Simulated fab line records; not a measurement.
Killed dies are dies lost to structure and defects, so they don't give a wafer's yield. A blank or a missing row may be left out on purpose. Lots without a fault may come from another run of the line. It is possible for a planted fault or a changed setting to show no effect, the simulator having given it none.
fab line records | flow n5-finfet
record lots=6 wafers=18 last-day=20
route steps=1938 shown BEOL_M0_SAQP@632 BEOL_M4@1111 PASSIVATION@1936
lots untouched by any fault: they come from a run of this same line in which no faults occurred
start-h: start of the lot's first displayed wafer, in hours after the record's first day | wait-h: hours elapsed since this lot's preceding step | " identical to the entry in the row above | L1.1+2: a row that stands for several wafers | - value missing, or start not given | * or withheld: withheld | < > ~ a bound
route shown NAME@n: names a module that has steps shown in the file, with the first one's number in the route | usual: mean and standard deviation over wafers with no fault | same: alike in all rows | chamber/n: place in a boat | sites: the reading at each site | _std_site: the standard deviation of these | _edge_site: mean of outer sites minus mean of inner sites | radius-mm: for every site, how far away it sits from the centre of the wafer | mask NAME#n: copy n | behind: the tool/chamber that last shaped the wafer | hold: why the lot was held/for how many hours/how that ended | device: whichever transistor did not switch (one of n, p or np) | end of line: the route-end tests of the same wafers | where a step has no rows: the recipe by itself | killed: the dies lost at the first sort to structure and to defects; this is not the yield of the wafer | map: a wafer's dies, marking killed ones x, the rest . and places with no die _
set.NAME: setting as actually run; set.NAME@STEP: the setting as run at that earlier step | model.NAME: the simulator's own value behind a step, which no gauge read
lots at selected steps of the route; one table per step, one row per wafer
services: from which hour (start-h, from the record's first day; less than 0 if before it) a tool's chamber was out of use, for how many hours, and why
## steps
# step N5_BEOL_M0_SAQP_PECVD_00
# recipe material=SiCN target-thk-a=80 temp-c=withheld precursor=3MS/NH3 pressure-torr=3 rf-w=202 time-s=14
# step N5_BEOL_M0_SAQP_ILD_DEP_01
# recipe material=SiOC target-thk-a=454.19 temp-c=350 precursor=DEMS/O2 pressure-torr=5 rf-w=500 time-s=8.7
# step N5_BEOL_M0_SAQP_HM_DEP_02
# recipe material=TiN target-thk-a=120 temp-c=25 chamber-pressure-pa=0.49996
# usual throttle-valve-pct=30.6/0.79
# columns lot.wafer tool chamber start-h wait-h throttle-valve-pct
L148.2 pvd-sputter-03 - 116.75 1.1 29.9
L148.3 " - " " 30.0
L148.4 " - " " 29.9
L158.1 pvd-sputter-02 - 176.76 2.4 30.5
L158.2 " - " " 29.7
L158.3 " - " " 30.5
L159.1 pvd-sputter-02 - 179.24 0.7 29.5
L159.2 " - " " 31.5
L159.6 " - " " 30.3
L160.1 pvd-sputter-02 - 185.36 3.2 29.6
L160.3 " - " " 30.7
L160.5 " - " " 30.5
L169.3 pvd-sputter-02 - 239.65 2.0 30.5
L169.5 " - " " 29.7
L169.6 " - " " 31.5
L170.1 pvd-sputter-03 - 243.54 0.4 30.0
L170.4 " - " " 29.8
L170.6 " - " " 29.7
# step N5_BEOL_M0_SAQP_PECVD_03
# recipe material=SiCN target-thk-a=120 temp-c=withheld precursor=3MS/NH3 pressure-torr=3 rf-w=202 time-s=21.1
# usual rf-fwd-power-W=199.1/0.8 showerhead-plenum-p-Torr=3.662/0.015 throttle-valve-pct=9.3/0.48
# columns lot.wafer tool chamber start-h wait-h rf-fwd-power-W showerhead-plenum-p-Torr throttle-valve-pct
L148.2 pecvd-03 2 116.87 0.1 198.5 3.677 8.8
L148.3 " 1 " " 198.9 3.679 9.7
L148.4 " 2 " " 197.5 3.687 9.3
L158.1 pecvd-03 2 176.88 0.1 198.0 3.684 9.1
L158.2 " 0 " " 200.1 3.670 8.4
L158.3 " 1 " " 199.9 3.685 9.6
L159.1 pecvd-01 1 179.36 0.1 198.5 3.658 9.8
L159.2 " 0 " " 199.1 3.671 9.5
L159.6 " 1 " " 198.4 3.658 9.7
L160.1 pecvd-03 1 185.49 0.1 198.3 3.680 9.6
L160.3 " 2 " " 198.4 3.669 9.2
L160.5 " 2 " " 198.7 3.678 9.2
L169.3 pecvd-01 1 239.77 0.1 200.3 3.653 9.7
L169.5 " 1 " " 199.8 3.657 9.7
L169.6 " 2 " " 197.8 3.670 7.8
L170.1 pecvd-02 2 243.66 0.1 197.8 3.661 8.1
L170.4 " 2 " " 197.8 3.658 8.0
L170.6 " 0 " " 198.6 3.656 9.5
# step N5_BEOL_M0_SAQP_PECVD_96
# recipe material=a-Si target-thk-a=450 temp-c=350 precursor=SiH4/He pressure-torr=3 rf-w=100 time-s=45.2
# usual heater-power-w=591/72 rf-fwd-power-W=99.1/0.34 showerhead-plenum-p-Torr=5.65/0.058 throttle-valve-pct=18.6/0.95
# columns lot.wafer tool chamber start-h wait-h heater-power-w rf-fwd-power-W showerhead-plenum-p-Torr throttle-valve-pct
L148.2 pecvd-03 2 116.91 0.0 514 99.1 5.71 18.3
L148.3 " 1 " " 644 99.3 5.75 19.5
L148.4 " 2 " " 525 99.4 5.72 17.9
L158.1 pecvd-03 2 176.91 0.0 507 98.8 5.72 18.3
L158.2 " 0 " " 633 99.5 5.68 17.2
L158.3 " 1 " " 663 99.1 5.76 19.1
L159.1 pecvd-01 1 179.39 0.0 570 99.5 5.63 19.4
L159.2 " 0 " " 592 99.3 5.70 18.5
L159.6 " 1 " " 579 99.5 5.64 19.8
L160.1 pecvd-03 1 185.52 0.0 629 99.2 5.75 19.2
L160.3 " 2 " " 477 98.5 5.71 18.6
L160.5 " 2 " " 500 98.7 5.72 18.4
L169.3 pecvd-01 1 239.80 0.0 559 98.9 5.65 19.6
L169.5 " 1 " " 578 99.3 5.62 19.7
L169.6 " 2 " " 539 99.0 5.69 16.4
L170.1 pecvd-02 2 243.69 0.0 528 98.9 5.65 16.7
L170.4 " 2 " " 538 98.8 5.66 16.6
L170.6 " 0 " " 641 98.9 5.63 18.6
# step N5_BEOL_M0_SAQP_PECVD_97
# recipe material=SiNx target-thk-a=230 temp-c=350 precursor=SiH4/NH3/N2 pressure-torr=1.5 rf-w=300 time-s=19.9
# usual heater-power-w=520/82 rf-fwd-power-W=296.9/1.1 showerhead-plenum-p-Torr=5.12/0.077 throttle-valve-pct=40.9/2.1
# columns lot.wafer tool chamber start-h wait-h heater-power-w rf-fwd-power-W showerhead-plenum-p-Torr throttle-valve-pct
L148.2 pecvd-03 2 116.98 0.0 451 296.5 5.22 40.0
L148.3 " 1 " " 487 296.8 5.24 42.3
L148.4 " 2 " " 444 296.3 5.21 39.8
L158.1 pecvd-03 2 176.96 0.0 403 296.4 5.20 40.2
L158.2 " 0 " " 635 298.8 5.14 37.9
L158.3 " 1 " " 558 297.4 5.24 42.2
L159.1 pecvd-01 1 179.44 0.0 564 297.6 5.09 43.3
L159.2 " 0 " " 449 297.0 5.17 40.9
L159.6 " 1 " " 564 296.5 5.08 43.2
L160.1 pecvd-03 1 185.56 0.0 524 298.5 5.24 42.3
L160.3 " 2 " " 387 296.9 5.21 40.3
L160.5 " 2 " " 379 296.9 5.22 40.2
L169.3 pecvd-01 1 239.84 0.0 515 297.6 5.09 43.1
L169.5 " 1 " " 520 297.3 5.09 43.3
L169.6 " 2 " " 467 297.0 5.14 35.5
L170.1 pecvd-02 2 243.73 0.0 505 295.1 5.11 36.7
L170.4 " 2 " " 514 295.5 5.13 36.6
L170.6 " 0 " " 668 295.6 5.08 40.9
# step N5_BEOL_M0_SAQP_PECVD_04
# recipe material=a-Si target-thk-a=600 temp-c=350 precursor=SiH4/He pressure-torr=3 rf-w=100 time-s=60.2
# step N5_BEOL_M0_SAQP_THK_MEAS_05
# usual thk-nm=60.0/0.67
# columns lot.wafer tool chamber start-h wait-h thk-nm
L148.2 film-metro-02 - 117.17 0.1 58.5
L148.3 " - " " 59.6
L148.4 " - " " 59.5
L158.1 film-metro-01 - 177.09 0.1 59.5
L158.2 " - " " 60.1
L158.3 " - " " 58.9
L159.1 film-metro-02 - 179.57 0.1 59.8
L159.2 " - " " 59.3
L159.6 " - " " 60.2
L160.1 film-metro-01 - 185.70 0.1 60.6
L160.3 " - " " 59.6
L160.5 " - " " 60.8
L169.3 film-metro-01 - 239.98 0.1 59.2
L169.5 " - " " 60.6
L169.6 " - " " 60.3
L170.1 film-metro-01 - 243.87 0.1 60.3
L170.4 " - " " 61.5
L170.6 " - " " 61.6
# step N5_BEOL_M0_SAQP_HM_DEP_111
# recipe material=SiO2 target-thk-a=120 temp-c=400 precursor=SiH4/N2O pressure-torr=0.75 rf-w=275 time-s=7.2
# step N5_BEOL_M0_SAQP_COAT_81
# recipe resist=SOC temp-c=250 time-s=60 spin-rpm=1500 resist-thk-nm=100
# step N5_BEOL_M0_SAQP_COAT_82
# recipe resist=SiARC temp-c=220 time-s=60 spin-rpm=1500 resist-thk-nm=30
# step N5_BEOL_M0_SAQP_COAT_08
# recipe resist=CAR-ArF spin-rpm=1500 resist-thk-nm=90
# usual spin-speed-rpm=1499.9/1
# columns lot.wafer tool chamber start-h wait-h spin-speed-rpm model.CAR-ArF_of_BEOL_M0_SAQP_COAT_08.thk-nm
L148.2 litho-track-04 0 117.29 - 1499.7 89.6
L148.3 " 0 " " 1500.5 89.8
L148.4 " 0 " " 1499.3 89.8
L158.1 litho-track-03 0 177.21 - 1803.4 82.2
L158.2 " 0 " " 1804.0 82
L158.3 " 0 " " 1803.6 82
L159.1 litho-track-04 0 179.69 - 1500.2 90
L159.2 " 0 " " 1500.7 89.8
L159.6 " 0 " " 1500.3 90
L160.1 litho-track-03 0 185.82 - 1802.6 81.8
L160.3 " 0 " " 1802.3 82
L160.5 " 0 " " 1802.8 81.8
L169.3 litho-track-01 0 240.10 - 1497.4 90.2
L169.5 " 0 " " 1497.6 90.2
L169.6 " 0 " " 1497.9 90.2
L170.1 litho-track-03 0 243.99 - 1499.2 89.8
L170.4 " 0 " " 1500.3 90.2
L170.6 " 0 " " 1499.5 89.8
# step N5_BEOL_M0_SAQP_EBR_10
# recipe solvent=PGMEA ebr-width-mm=1.5
# step N5_BEOL_M0_SAQP_SOFTBAKE_09
# recipe temp-c=110 time-s=60 resist=CAR-ArF
# step N5_BEOL_M0_SAQP_EXPOSE_11
# recipe mask-id=M0_CORE na=1.35 source-shape=dipole sigma-inner=0.538 sigma-outer=0.738 polarization=te target-cd-nm=42 dose-mj=55
# step N5_BEOL_M0_SAQP_PEB_12
# recipe peb-temp-c=withheld peb-time-s=60 resist=CAR-ArF
# step N5_BEOL_M0_SAQP_DEVELOP_13
# recipe develop-time-s=30 developer=TMAH resist=CAR-ArF dev-temp-c=23 rinse-liquid=diw dry=air-spin
# step N5_BEOL_M0_SAQP_CD_MEAS_14
# recipe target-cd-nm=42.5 landing-energy-ev=500 detector=se-inlens
# usual cd-nm=42.46/0.28
# columns lot.wafer tool chamber start-h wait-h cd-nm
L148.2 cd-sem-03 0 117.53 - 41.97
L148.3 " 0 " " 41.98
L148.4 " 0 " " 41.97
L158.1 cd-sem-03 0 177.57 - 41.60
L158.2 " 0 " " 42.11
L158.3 " 0 " " 41.58
L159.1 cd-sem-03 0 180.05 - 42.18
L159.2 " 0 " " 42.58
L159.6 " 0 " " 42.68
L160.1 cd-sem-02 0 186.18 - 42.27
L160.3 " 0 " " 42.00
L160.5 " 0 " " 41.86
L169.3 cd-sem-03 0 240.34 - 42.66
L169.5 " 0 " " 42.77
L169.6 " 0 " " 42.45
L170.1 cd-sem-02 0 244.35 - 42.82
L170.4 " 0 " " 42.40
L170.6 " 0 " " 42.27
# step N5_BEOL_M0_SAQP_OVL_MEAS_15
# recipe points-per-wafer=44
# usual M0_CORE_OVL=-0.4/0.82
# columns lot.wafer tool chamber start-h wait-h M0_CORE_OVL[nm]
L148.2 overlay-02 0 117.56 0.0 -1.6
L148.3 " 0 " " -0.5
L148.4 " 0 " " -1.0
L158.1 overlay-01 0 177.60 0.0 0.4
L158.2 " 0 " " 0.2
L158.3 " 0 " " 0.4
L159.1 overlay-01 0 180.08 0.0 0.1
L159.2 " 0 " " 0.5
L159.6 " 0 " " 0.2
L160.1 overlay-02 0 186.21 0.0 -1.3
L160.3 " 0 " " -1.5
L160.5 " 0 " " -2.0
L169.3 overlay-01 0 240.37 0.0 -1.4
L169.5 " 0 " " -1.0
L169.6 " 0 " " -1.2
L170.1 overlay-01 0 244.38 0.0 2.0
L170.4 " 0 " " 0.9
L170.6 " 0 " " 1.0
# step N5_BEOL_M0_SAQP_INSPECT_16
# recipe mode=adi inspect-instrument=brightfield
# usual raw-defect-count=485/150
# columns lot.wafer tool chamber start-h wait-h raw-defect-count
L148.2 defect-inspect-02 - 117.58 0.0 358
L148.3 " - " " 359
L148.4 " - " " 286
L158.1 defect-inspect-02 - 177.63 0.0 539
L158.2 " - " " 367
L158.3 " - " " 443
L159.1 defect-inspect-01 - 180.11 0.0 339
L159.2 " - " " 325
L159.6 " - " " 312
L160.1 defect-inspect-02 - 186.23 0.0 493
L160.3 " - " " 285
L160.5 " - " " 397
L169.3 defect-inspect-01 - 240.39 0.0 687
L169.5 " - " " 480
L169.6 " - " " 398
L170.1 defect-inspect-01 - 244.40 0.0 855
L170.4 " - " " 524
L170.6 " - " " 597
# step N5_BEOL_M0_SAQP_DESCUM_19
# recipe chemistry=O2 time-s=7.9 source-power-w=50 bias-power-w=20 pressure-mtorr=20 rf-frequency-hz=2.712e+07 temp-c=40 resist=CAR-ArF o2-flow-sccm=225
# usual drypump-motor-current-A=5.6/0.36 oes-product-au=0.77/0.088 rf-fwd-power-W=49.28/0.3 rf-vpp-V=242.7/1.6 showerhead-plenum-p-Torr=2.06/0.085 throttle-valve-pct=20.42/0.28
# columns lot.wafer tool chamber start-h wait-h drypump-motor-current-A oes-product-au rf-fwd-power-W rf-hours-counter-h rf-vpp-V showerhead-plenum-p-Torr throttle-valve-pct
L148.2 rie-diel-02 1 117.62 0.0 5.8 0.67 49.52 248 243.5 2.15 20.60
L148.3 " 3 " " 5.1 0.82 48.70 92 241.1 1.94 20.32
L148.4 " 2 " " 6.1 0.78 49.31 129 245.7 2.18 20.01
L158.1 rie-diel-02 2 177.66 0.0 6.1 0.77 49.09 145 245.0 2.18 20.03
L158.2 " 1 " " 5.8 0.95 49.22 6 243.1 2.14 20.24
L158.3 " 0 " " 5.1 0.75 49.12 174 245.4 2.17 20.17
L159.1 rie-diel-02 2 180.14 0.0 6.1 0.77 49.23 145 245.3 2.18 20.03
L159.2 " 1 " " 5.8 0.95 49.64 7 244.5 2.14 20.25
L159.6 " 2 " " 6.1 0.77 49.18 - 245.9 2.18 20.04
L160.1 rie-diel-06 3 186.30 0.1 5.7 0.69 49.47 217 243.3 2.06 20.83
L160.3 " 0 " " 5.9 0.72 48.97 190 242.2 1.99 20.59
L160.5 " 2 " " 6.1 0.68 49.81 - 241.8 1.97 20.30
L169.3 rie-diel-02 3 240.42 0.0 5.1 0.79 48.74 124 239.4 1.92 20.36
L169.5 " 3 " " 5.1 0.79 48.94 - 240.7 1.92 20.35
L169.6 " 2 " " 6.0 0.76 49.09 - 244.5 2.17 20.06
L170.1 rie-diel-06 2 244.44 0.0 6.0 0.67 49.91 233 242.5 1.97 20.30
L170.4 " 3 " " 5.7 0.68 49.66 233 241.6 2.05 20.85
L170.6 " 2 " " 6.1 0.67 49.65 - 240.1 1.97 20.29
# step N5_BEOL_M0_SAQP_ETCH_83
# recipe chemistry=CF4 target=SiARC target-depth-a=390 mask-material=CAR-ArF time-s=65 ion-energy-ev=80 pressure-mtorr=40 source-w=545 bias-w=36 Ar_flow_sccm=100 cf4-flow-sccm=100 ends=cleared
# usual drypump-motor-current-A=5.6/0.36 etch-rf-on-time-s=64.8/1 oes-product-au=0.66/0.076 rf-fwd-power-W=537/3.3 rf-vpp-V=183.6/1.3 showerhead-plenum-p-Torr=2.12/0.082 throttle-valve-pct=15.66/0.26
# columns lot.wafer tool chamber start-h wait-h drypump-motor-current-A etch-rf-on-time-s oes-product-au rf-fwd-power-W rf-hours-counter-h rf-vpp-V showerhead-plenum-p-Torr throttle-valve-pct model.CAR-ArF_of_BEOL_M0_SAQP_COAT_08.thk-nm
L148.2 rie-diel-02 1 117.65 0.0 5.8 64.1 0.58 539 248 185.3 2.20 15.86 55.2
L148.3 " 3 " " 5.2 62.7 0.70 533 92 182.5 1.99 15.56 55.6
L148.4 " 2 " " 6.1 63.5 0.66 534 129 185.1 2.24 15.29 55.6
L158.1 rie-diel-02 2 177.70 0.0 6.1 64.7 0.66 536 145 185.4 2.23 15.33 47.8
L158.2 " 1 " " 5.9 63.8 0.81 541 6 184.3 2.20 15.39 47.6
L158.3 " 0 " " 5.1 65.0 0.64 534 174 183.1 2.22 15.43 47.4
L159.1 rie-diel-02 2 180.18 0.0 6.1 64.3 0.65 536 145 185.8 2.23 15.33 55.8
L159.2 " 1 " " 5.8 63.7 0.81 539 7 185.6 2.20 15.39 55.2
L159.6 " 2 " " 6.1 64.1 0.66 535 - 183.0 2.23 15.32 55.6
L160.1 rie-diel-06 3 186.34 0.0 5.7 65.9 0.59 540 217 183.6 2.12 16.12 47.2
L160.3 " 0 " " 5.9 66.2 0.61 533 190 183.3 2.05 15.80 47.4
L160.5 " 2 " " 6.1 66.5 0.58 543 - 181.4 2.03 15.60 47.4
L169.3 rie-diel-02 3 240.46 0.0 5.2 63.6 0.67 532 124 181.6 1.98 15.60 55.8
L169.5 " 3 " " 5.2 64.0 0.68 530 - 180.9 1.99 15.61 55.8
L169.6 " 2 " " 6.1 64.2 0.64 534 - 184.2 2.23 15.34 55.8
L170.1 rie-diel-06 2 244.47 0.0 6.1 67.0 0.57 539 233 181.9 2.03 15.63 55.4
L170.4 " 3 " " 5.7 66.4 0.58 539 233 183.8 2.11 16.14 55.8
L170.6 " 2 " " 6.0 66.1 0.58 536 - 181.0 2.03 15.62 55.4
# step N5_BEOL_M0_SAQP_ETCH_84
# recipe chemistry=N2/H2 target=SOC target-depth-a=1000 overetch-a=200 mask-material=SiARC temp-c=40 time-s=150 ion-energy-ev=200 pressure-mtorr=30 source-w=840 bias-w=150 n2-flow-sccm=200 h2-flow-sccm=200
# step N5_BEOL_M4_RC_MEAS_101
# usual DIBL_N=36.6/1.1 DIBL_P=36.7/1.5 IOFF_N=0.155/0.019 IOFF_P=0.208/0.025 ION_N=673/8.5 ION_P=462/5.9 SS_N=71.6/0.58 SS_P=73.5/0.51 VT_N=250.7/2.4 VT_P=-251/3
# columns lot.wafer tool chamber start-h wait-h DIBL_N[mV/V] DIBL_P[mV/V] IOFF_N[nA/um] IOFF_P[nA/um] ION_N[uA/um] ION_P[uA/um] SS_N[mV/dec] SS_P[mV/dec] VT_N[mV] VT_P[mV]
L148.2 prober-01 0 208.16 0.2 38.1 39.7 0.200 0.236 689 468 73.0 74.0 247.6 -252
L148.3 " 0 " " 36.2 37.5 0.162 0.204 665 457 72.4 73.7 250.1 -251
L148.4 " 0 " " 35.3 36.5 0.144 0.179 667 460 72.2 72.9 249.8 -254
L158.1 prober-02 0 287.02 0.0 37.3 33.5 0.138 0.176 665 459 71.3 72.8 252.5 -253
L158.2 " 0 " " 37.0 34.2 0.137 0.187 671 457 71.1 72.9 251.6 -252
L158.3 " 0 " " 39.3 36.8 0.178 0.219 679 458 72.2 72.7 248.1 -251
L160.1 prober-02 0 306.66 0.0 34.8 34.9 0.145 0.209 676 468 71.6 72.8 249.8 -250
L160.3 " 0 " " 35.7 36.0 0.158 0.227 675 472 72.1 72.8 249.3 -249
L160.5 " 0 " " 36.3 36.2 0.171 0.227 664 458 71.3 73.5 248.0 -247
L159.1 prober-01 0 313.24 0.0 36.7 36.0 0.140 0.198 668 464 72.0 73.2 253.3 -254
L159.2 " 0 " " 37.6 37.6 0.154 0.222 666 458 71.7 73.8 251.4 -251
L159.6 " 0 " " 36.3 36.6 0.139 0.204 672 469 72.1 74.2 253.7 -253
L170.1 prober-02 0 366.40 0.0 36.3 34.9 0.152 0.199 687 472 70.9 72.6 248.6 -251
L170.4 " 0 " " 34.9 34.0 0.128 0.185 677 464 70.3 73.4 254.5 -254
L170.6 " 0 " " 37.9 37.4 0.179 0.235 690 464 71.2 73.7 248.6 -250
L169.3 prober-02 0 372.35 0.3 37.1 38.0 0.176 0.185 674 450 71.6 73.0 249.9 -257
L169.5 " 0 " " 33.8 33.8 0.120 0.137 663 445 70.9 72.6 255.7 -262
L169.6 " 0 " " 37.8 38.6 0.186 0.206 683 455 71.5 73.8 249.4 -254
# step N5_PASSIVATION_PROBE_49
# usual defect-limited-yield=91.2/1.4 killed_at_M0_to_M3=36/11 killed_at_M4_up=14/5.6 killed-at-contacts=12/5.9 killed-at-front-end=38/13 killed-at-other=3.5/2.7 killed-dies=104/17 killed-open=68/12 killed-short=34/8.2 sort_bin_5_function=5.1/0.95 sort_bin_6_memory=3.3/0.7 sort-n-pass=1076/17 sort-yield-pct=91.2/1.4
# same gross-dies=1180 killed-at-back-side=0 sort_bin_4_leakage[%]=0 sort_bin_8_speed[%]=0
# columns lot.wafer tool chamber start-h wait-h defect-limited-yield[%] killed_at_M0_to_M3 killed_at_M4_up killed-at-contacts killed-at-front-end killed-at-other killed-dies killed-open killed-short sort_bin_5_function[%] sort_bin_6_memory[%] sort-n-pass sort-yield-pct[%]
L158.1 prober-01 - 410.86 0.0 91.9 23 21 18 26 8 96 61 30 5.1 2.9 1084 91.9
L158.2 prober-01 - 410.91 0.1 90.5 29 19 7 51 6 112 68 41 5.9 3.1 1068 90.5
L158.3 prober-01 - 410.96 0.1 93.4 20 12 13 29 4 78 55 22 2.8 3.4 1102 93.4
L160.1 prober-01 - 414.56 0.0 93.3 31 12 17 17 2 79 53 21 4.2 2.4 1101 93.3
L160.3 prober-01 - 414.66 0.1 90.3 40 12 20 40 3 115 70 42 6.0 3.7 1065 90.3
L160.5 prober-01 - 414.76 0.2 93.9 17 14 5 35 1 72 47 25 4.0 1.9 1108 93.9
L169.3 prober-02 - 481.31 0.1 88.1 34 16 7 81 2 140 100 37 7.1 4.7 1040 88.1
L169.5 prober-02 - 481.41 0.2 89.8 29 21 12 55 3 120 86 30 6.2 3.6 1060 89.8
L169.6 prober-02 - 481.46 0.3 90.6 34 17 11 45 4 111 69 40 5.5 3.4 1069 90.6
# killed by level:class
L158.1 BEOL_M4:geometric-particle:open=12 MOL_CONTACT_COAG:geometric-particle:open=11 FIN_SAQP:geometric-particle:open=9 MOL_CONTACT_COAG:geometric-particle:short=6 STARTING-WAFER:geometric-particle:short=5 BEOL_M0:geometric-particle:open=5 BEOL_M1:geometric-particle:open=5 BEOL_M0_SAQP:geometric-particle:short=4
L158.2 BEOL_M0_SAQP:geometric-particle:short=12 FIN_SAQP:geometric-particle:open=8 GATE_CUT:geometric-particle:open=7 MOL_CONTACT_COAG:geometric-particle:open=7 BEOL_M4:geometric-particle:open=6 STI_FIN_REVEAL:geometric-particle:open=5 STARTING-WAFER:geometric-particle:open=5 FIN_SAQP:geometric-particle:short=4
L158.3 MOL_CONTACT_COAG:geometric-particle:open=11 FIN_SAQP:geometric-particle:open=8 BEOL_M4:geometric-particle:open=7 BEOL_M2:geometric-particle:open=5 GATE_CUT:geometric-particle:short=4 BEOL_M0_SAQP:geometric-particle:open=4 FIN_SAQP:geometric-particle:short=3 STI_FIN_REVEAL:geometric-particle:open=3
L160.1 MOL_CONTACT_COAG:geometric-particle:open=14 BEOL_M3:geometric-particle:open=11 BEOL_M2:geometric-particle:open=6 BEOL_M4:geometric-particle:open=6 BEOL_M0_SAQP:geometric-particle:open=4 FIN_SAQP:geometric-particle:short=3 FIN_SAQP:geometric-particle:open=3 SDB:geometric-particle:short=2
L160.3 MOL_CONTACT_COAG:geometric-particle:open=13 BEOL_M0_SAQP:geometric-particle:open=12 STI_FIN_REVEAL:geometric-particle:open=10 BEOL_M0_SAQP:geometric-particle:short=10 GATE_CUT:geometric-particle:short=8 BEOL_M3:geometric-particle:open=8 MOL_CONTACT_COAG:geometric-particle:short=6 BEOL_M4:geometric-particle:short=6
L160.5 FIN_SAQP:geometric-particle:short=11 STI_FIN_REVEAL:geometric-particle:open=7 BEOL_M4:geometric-particle:open=7 MOL_CONTACT_COAG:geometric-particle:open=5 BEOL_M3:geometric-particle:open=5 BEOL_M0_SAQP:geometric-particle:open=4 STARTING-WAFER:geometric-particle:open=4 FIN_SAQP:geometric-particle:open=3
L169.3 STI_FIN_REVEAL:geometric-particle:open=44 FIN_SAQP:geometric-particle:short=10 BEOL_M2:geometric-particle:open=10 STI_FIN_REVEAL:geometric-particle:short=8 BEOL_M4:geometric-particle:open=8 FIN_SAQP:geometric-particle:open=7 MOL_CONTACT_COAG:geometric-particle:open=7 BEOL_M0_SAQP:geometric-particle:short=5
L169.5 STI_FIN_REVEAL:geometric-particle:open=24 BEOL_M2:geometric-particle:open=12 BEOL_M4:geometric-particle:open=12 MOL_CONTACT_COAG:geometric-particle:open=10 FIN_SAQP:geometric-particle:short=8 BEOL_M0_SAQP:geometric-particle:short=5 FIN_SAQP:geometric-particle:open=4 STI_FIN_REVEAL:geometric-particle:short=4
L169.6 STI_FIN_REVEAL:geometric-particle:open=15 BEOL_M0_SAQP:geometric-particle:open=11 MOL_CONTACT_COAG:geometric-particle:open=7 BEOL_M4:geometric-particle:open=7 STI_FIN_REVEAL:geometric-particle:short=6 FIN_SAQP:geometric-particle:short=5 BEOL_M0_SAQP:geometric-particle:short=5 BEOL_M1:geometric-particle:open=5
## services
# columns tool chamber start-h hours kind
rie-diel-06 1 97.19 - clean
pecvd-03 0 102.85 - clean
pecvd-03 0 102.85 29.5 scheduled-down
pecvd-03 0 102.85 29.5 vent-cycle
rie-diel-06 1 114.94 7.7 repair
rie-diel-06 1 125.01 2.9 repair
pvd-sputter-02 - 125.30 15.2 repair
pecvd-01 - 126.37 6.7 repair
rie-diel-02 1 128.96 - clean
rie-diel-02 1 128.96 - consumable-replace:focus-ring
rie-diel-02 1 128.96 27.2 scheduled-down
rie-diel-02 1 128.96 27.2 vent-cycle
pvd-sputter-03 - 135.06 96.7 repair
pecvd-02 - 137.96 0.3 repair
pecvd-01 0 152.14 2.2 repair
rie-diel-02 0 167.44 8.3 repair
pecvd-03 0 186.75 5.0 scheduled-down
pecvd-01 - 190.56 14.6 pm
pecvd-02 - 207.61 0.5 repair
pecvd-01 1 216.06 12.8 repair
rie-diel-06 2 218.65 12.9 repair
pecvd-01 2 220.21 2.1 scheduled-down
pecvd-01 - 228.73 2.5 repair
pecvd-01 - 231.27 2.8 pm
## key
first-sign step=N5_BEOL_M0_SAQP_COAT_08 reading=spin-speed-rpm direction=up sigmas=99+ usual=* struck=*
effect step=N5_BEOL_M0_SAQP_CD_MEAS_14 reading=cd-nm direction=down sigmas=2 usual=42.46 struck=41.90
model-effect step=N5_BEOL_M0_SAQP_COAT_08 value=CAR-ArF_of_BEOL_M0_SAQP_COAT_08.thk-nm without=89.87 struck=81.97
model-effect step=N5_BEOL_M0_SAQP_ETCH_83 value=CAR-ArF_of_BEOL_M0_SAQP_COAT_08.thk-nm without=55.3 struck=47.47
met-at N5_BEOL_M0_SAQP_COAT_08
struck-wafers L158.1,L158.2,L158.3,L160.1,L160.3,L160.5
fault kind=process-parameter-drift tool=litho-track-03 chamber=- onset-h=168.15 steps=N5_BEOL_M0_SAQP_COAT_08 channel=spin-rpm offset=* shape=step end-h=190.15 acts-in=* stated=*
